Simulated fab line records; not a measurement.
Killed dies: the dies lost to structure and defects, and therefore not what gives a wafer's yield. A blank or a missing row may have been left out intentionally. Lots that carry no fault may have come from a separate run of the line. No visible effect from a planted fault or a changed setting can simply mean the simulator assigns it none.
Which tool did it? ; flow n5Finfet ; 24 lots with 72 wafers sampled at 4 steps, on a route of 1938 steps

WHAT THE GAUGES READ, wafer by wafer
N5_MOL_CONTACT_COAG_CD_MEAS_101 targets a cd of 16 nm. Usual: cdNm 15.95 nm, standard deviation 0.29.
lot;measured;on;cdNm (nm);flag
L074;day 5 05:28;cdSem-01;15.83 15.90 15.55;
L075;day 5 11:42;cdSem-02;16.23 16.48 15.77;
L076;day 5 18:43;cdSem-02;15.90 15.56 15.81;
L077;day 6 00:47;cdSem-01;15.96 16.38 15.85;
L078;day 6 07:16;cdSem-02;16.02 16.09 16.46;
L079;day 6 10:06;cdSem-03;16.18 16.02 16.15;
L080;day 6 16:52;cdSem-01;15.90 15.79 16.08;
L081;day 7 01:32;cdSem-02;15.91 15.29 16.02;
L082;day 7 03:54;cdSem-03;15.98 15.72 15.60;
L083;day 7 10:37;cdSem-02;16.02 15.34 15.51;
L084;day 7 19:23;cdSem-02;16.03 16.22 15.90;
L086;day 8 04:18;cdSem-01;16.01 16.15 16.38;
L085;day 8 07:14;cdSem-02;16.43 16.18 16.00;
L087;day 8 11:13;cdSem-02;15.96 15.72 16.34;
L088;day 8 21:58;cdSem-03;16.18 16.08 16.15;
L089;day 9 01:01;cdSem-02;16.05 15.36 15.71;
L090;day 9 05:18;cdSem-02;15.45 16.02 15.37;
L091;day 9 08:19;cdSem-03;16.03 15.99 15.57;
L092;day 9 15:46;cdSem-01;16.30 15.91 16.22;
L093;day 9 21:22;cdSem-02;16.16 16.01 15.92;
L094;day 10 03:46;cdSem-01;15.92 16.18 16.32;
L095;day 10 12:25;cdSem-02;15.98 15.80 15.80;
L097;day 11 00:25;cdSem-03;16.12 16.40 16.60;
L096;day 11 00:47;cdSem-03;16.00 15.51 15.58;

WHAT TOOL EACH LOT RAN ON (gives the tool, then ch and the chambers of the sampled wafers, and finally the start)
lot;N5_MOL_CONTACT_COAG_ETCHBACK_135;N5_MOL_CONTACT_COAG_ETCH_65;N5_MOL_CONTACT_COAG_STRIP_49
L074;rieDiel-01 ch 1,3, day 5 03:18;rieDiel-06 ch 1,3, day 5 04:08;plasmaAsher-02 ch 0,1, day 5 05:19
L075;rieDiel-06 ch 1,2, day 5 09:49;rieDiel-02 ch 2,3, day 5 10:55;plasmaAsher-01 ch 0,1, day 5 11:34
L076;rieDiel-01 ch 0,1,2, day 5 16:53;rieDiel-06 ch 1,3, day 5 17:55;plasmaAsher-01 ch 0,1, day 5 18:34
L077;rieDiel-02 ch 0,2, day 5 23:10;rieDiel-02 ch 0,2,3, day 6 00:01;plasmaAsher-01 ch 0,1, day 6 00:38
L078;rieDiel-06 ch 0,1,3, day 6 05:15;rieDiel-01 ch 0,2, day 6 06:05;plasmaAsher-02 ch 0,1, day 6 07:07
L079;rieDiel-01 ch 0,1,2, day 6 08:26;rieDiel-06 ch 0,1, day 6 09:17;plasmaAsher-02 ch 0,1, day 6 09:56
L080;rieDiel-01 ch 1,2, day 6 14:37;rieDiel-01 ch 0,1, day 6 16:01;plasmaAsher-01 ch 0,1, day 6 16:43
L081;rieDiel-02 ch 0,2, day 6 23:17;rieDiel-01 ch 0,1,2, day 7 00:15;plasmaAsher-01 ch 0,1, day 7 01:23
L082;rieDiel-02 ch 1,2,3, day 7 02:15;rieDiel-06 ch 1,2,3, day 7 03:07;plasmaAsher-02 ch 0,1, day 7 03:45
L083;rieDiel-02 ch 0,1,2, day 7 08:36;rieDiel-06 ch 0,1, day 7 09:35;plasmaAsher-02 ch 0,1, day 7 10:29
L084;rieDiel-02 ch 0,2,3, day 7 17:23;rieDiel-06 ch 0,2,3, day 7 18:32;plasmaAsher-01 ch 0,1, day 7 19:14
L086;rieDiel-01 ch 1,2,3, day 8 02:14;rieDiel-06 ch 0,3, day 8 03:14;plasmaAsher-02 ch 0,1, day 8 04:09
L085;rieDiel-01 ch 1,2,3, day 8 05:36;rieDiel-01 ch 1,2,3, day 8 06:27;plasmaAsher-01 ch 0,1, day 8 07:07
L087;rieDiel-06 ch 0,1,3, day 8 08:06;rieDiel-01 ch 1,3, day 8 08:57;plasmaAsher-02 ch 0,1, day 8 11:03
L088;rieDiel-01 ch 0,1,2, day 8 19:57;rieDiel-06 ch 2,3, day 8 20:48;plasmaAsher-01 ch 0,1, day 8 21:49
L089;rieDiel-02 ch 0,3, day 8 23:23;rieDiel-06 ch 0,2,3, day 9 00:14;plasmaAsher-01 ch 0,1, day 9 00:53
L090;rieDiel-01 ch 0,1,3, day 9 03:11;rieDiel-02 ch 1,2,3, day 9 04:10;plasmaAsher-02 ch 0,1, day 9 05:09
L091;rieDiel-06 ch 1,2,3, day 9 06:35;rieDiel-01 ch 1,2,3, day 9 07:32;plasmaAsher-02 ch 0,1, day 9 08:10
L092;rieDiel-06 ch 2,3, day 9 13:58;rieDiel-06 ch 0,1,2, day 9 14:49;plasmaAsher-02 ch 0,1, day 9 15:31
L093;rieDiel-01 ch 0,1,3, day 9 19:44;rieDiel-01 ch 0,3, day 9 20:35;plasmaAsher-02 ch 0,1, day 9 21:13
L094;rieDiel-02 ch 1,3, day 10 02:04;rieDiel-02 ch 1,2, day 10 02:58;plasmaAsher-01 ch 0,1, day 10 03:37
L095;rieDiel-02 ch 1,2,3, day 10 10:40;rieDiel-01 ch 0,3, day 10 11:33;plasmaAsher-01 ch 0,1, day 10 12:16
L097;rieDiel-02 ch 1,2, day 10 22:32;rieDiel-01 ch 0,1, day 10 23:29;plasmaAsher-01 ch 0,1, day 11 00:16
L096;rieDiel-01 ch 0,3, day 10 23:10;rieDiel-06 ch 2,3, day 11 00:01;plasmaAsher-02 ch 0,1, day 11 00:39
- N5_MOL_CONTACT_COAG_ETCHBACK_135: etches SiO2 in CHF3, target depth 25 nm, time 16.7 s.
- N5_MOL_CONTACT_COAG_ETCH_65: etches underlayer in N2/H2, target depth 13 nm, time 10.4 s.
- N5_MOL_CONTACT_COAG_STRIP_49: strips in N2/H2, time 30 s.

AS READ BY THE TOOLS THEMSELVES (means over the sampled wafers that have a number; for cases with no such wafer, the mark the record gives instead)
N5_MOL_CONTACT_COAG_ETCHBACK_135. Usual: drypumpMotorCurrentA 5.7 A, standard deviation 0.35; oesProductAu 0.81 a.u., standard deviation 0.1; rfVppV 524 V, standard deviation 3.3; showerheadPlenumPTorr 2.37 Torr, standard deviation 0.068; throttleValvePct 18.62 %, standard deviation 0.26.
lot;tool;drypumpMotorCurrentA (A);oesProductAu (a.u.);rfVppV (V);showerheadPlenumPTorr (Torr);throttleValvePct (%);flag
L074;rieDiel-01;5.8;0.71;528;2.36;19.03;
L075;rieDiel-06;5.6;0.73;521;2.36;18.67;
L076;rieDiel-01;5.5;0.76;525;2.35;18.78;
L077;rieDiel-02;5.8;0.87;525;2.38;18.42;
L078;rieDiel-06;5.7;0.77;522;2.39;18.64;
L079;rieDiel-01;5.5;0.76;527;2.34;18.79;
L080;rieDiel-01;5.7;0.83;525;2.34;18.55;
L081;rieDiel-02;5.8;0.84;525;2.38;18.44;
L082;rieDiel-02;5.6;0.86;523;2.38;18.50;
L083;rieDiel-02;5.8;0.86;525;2.38;18.45;
L084;rieDiel-02;5.6;0.79;525;2.42;18.51;
L086;rieDiel-01;5.9;0.85;526;2.34;18.66;
L085;rieDiel-01;5.9;0.84;526;2.34;18.66;
L087;rieDiel-06;5.7;0.75;522;2.38;18.67;
L088;rieDiel-01;5.5;0.85;525;2.34;18.67;
L089;rieDiel-02;5.4;0.73;527;2.47;18.60;
L090;rieDiel-01;5.7;0.88;526;2.35;18.76;
L091;rieDiel-06;5.8;0.78;519;2.31;18.64;
L092;rieDiel-06;6.0;0.76;518;2.28;18.73;
L093;rieDiel-01;5.7;0.86;526;2.34;18.77;
L094;rieDiel-02;5.6;0.83;522;2.38;18.54;
L095;rieDiel-02;5.6;0.81;522;2.37;18.55;
L097;rieDiel-02;5.8;0.86;521;2.33;18.49;
L096;rieDiel-01;5.6;0.92;525;2.33;18.58;

N5_MOL_CONTACT_COAG_ETCH_65. Usual: drypumpMotorCurrentA 5.7 A, standard deviation 0.35; etchRfOnTimeS 10.30 s, standard deviation 0.15; oesProductAu 0.69 a.u., standard deviation 0.088; rfVppV 523.3 V, standard deviation 2.4; showerheadPlenumPTorr 2.52 Torr, standard deviation 0.084; throttleValvePct 17.79 %, standard deviation 0.26.
lot;tool;drypumpMotorCurrentA (A);etchRfOnTimeS (s);oesProductAu (a.u.);rfVppV (V);showerheadPlenumPTorr (Torr);throttleValvePct (%);flag
L074;rieDiel-06;5.8;10.41;0.63;522.3;2.50;17.77;
L075;rieDiel-02;5.4;10.28;0.70;524.9;2.60;17.66;
L076;rieDiel-06;5.8;10.47;0.63;523.3;2.49;17.78;
L077;rieDiel-02;5.6;10.05;0.69;525.8;2.60;17.64;
L078;rieDiel-01;5.6;10.26;0.70;522.4;2.49;17.65;
L079;rieDiel-06;5.5;10.54;0.66;525.6;2.59;17.66;
L080;rieDiel-01;5.5;10.40;0.59;523.8;2.51;18.20;
L081;rieDiel-01;5.5;10.38;0.64;522.0;2.50;17.94;
L082;rieDiel-06;5.8;10.33;0.68;522.6;2.48;17.78;
L083;rieDiel-06;5.5;10.44;0.66;524.5;2.59;17.69;
L084;rieDiel-06;5.7;10.41;0.70;523.9;2.53;17.81;
L086;rieDiel-06;5.9;10.42;0.63;523.1;2.51;17.99;
L085;rieDiel-01;5.9;10.44;0.71;521.3;2.50;17.74;
L087;rieDiel-01;6.1;10.23;0.75;523.1;2.50;17.78;
L088;rieDiel-06;6.0;10.22;0.66;520.7;2.44;17.94;
L089;rieDiel-06;5.7;10.15;0.70;522.8;2.53;17.83;
L090;rieDiel-02;5.5;10.17;0.71;523.5;2.54;17.69;
L091;rieDiel-01;5.9;10.27;0.71;522.3;2.49;17.77;
L092;rieDiel-06;5.5;10.32;0.70;524.9;2.57;17.68;
L093;rieDiel-01;5.6;10.30;0.81;522.6;2.49;17.66;
L094;rieDiel-02;5.8;10.23;0.74;522.4;2.48;17.67;
L095;rieDiel-01;5.6;10.17;0.80;522.8;2.49;17.66;
L097;rieDiel-01;5.3;10.16;0.73;522.9;2.49;17.90;
L096;rieDiel-06;5.9;10.24;0.70;521.5;2.45;17.80;

N5_MOL_CONTACT_COAG_STRIP_49. Usual: drypumpMotorCurrentA 5.8 A, standard deviation 0.47; heaterPowerW 339 W, standard deviation 37.
lot;tool;drypumpMotorCurrentA (A);heaterPowerW (W);flag
L074;plasmaAsher-02;5.9;306;
L075;plasmaAsher-01;6.0;354;
L076;plasmaAsher-01;6.0;358;
L077;plasmaAsher-01;5.7;375;
L078;plasmaAsher-02;5.7;317;
L079;plasmaAsher-02;5.7;317;
L080;plasmaAsher-01;6.0;356;
L081;plasmaAsher-01;5.7;375;
L082;plasmaAsher-02;5.7;318;
L083;plasmaAsher-02;5.7;321;
L084;plasmaAsher-01;5.7;379;
L086;plasmaAsher-02;5.7;308;
L085;plasmaAsher-01;5.7;373;
L087;plasmaAsher-02;5.9;310;
L088;plasmaAsher-01;6.1;354;
L089;plasmaAsher-01;6.1;353;
L090;plasmaAsher-02;5.7;320;
L091;plasmaAsher-02;5.7;318;
L092;plasmaAsher-02;5.9;312;
L093;plasmaAsher-02;5.9;307;
L094;plasmaAsher-01;5.7;377;
L095;plasmaAsher-01;6.0;354;
L097;plasmaAsher-01;6.0;346;
L096;plasmaAsher-02;5.9;309;

THE ANSWER, worked out from the rows above alone
Rule: a lot counts as off when the mean over its wafers that have a number is more than 3 standard deviations away from the usual mean. A lot without any number at a reading at which 4 lots or more have one is off too. Any other lot the step has rows for is counted as sound. After the gauges, taken in route order, come the tools' own readings; for these a lot's mean is taken, as printed above. At the first step where some lot is off, the reading lying furthest off is the one used; lots without a number count as furthest.
No lot is off on any of the readings shown, so nothing can be concluded from this.

WHAT HAD BEEN PUT IN BY THE SIMULATOR
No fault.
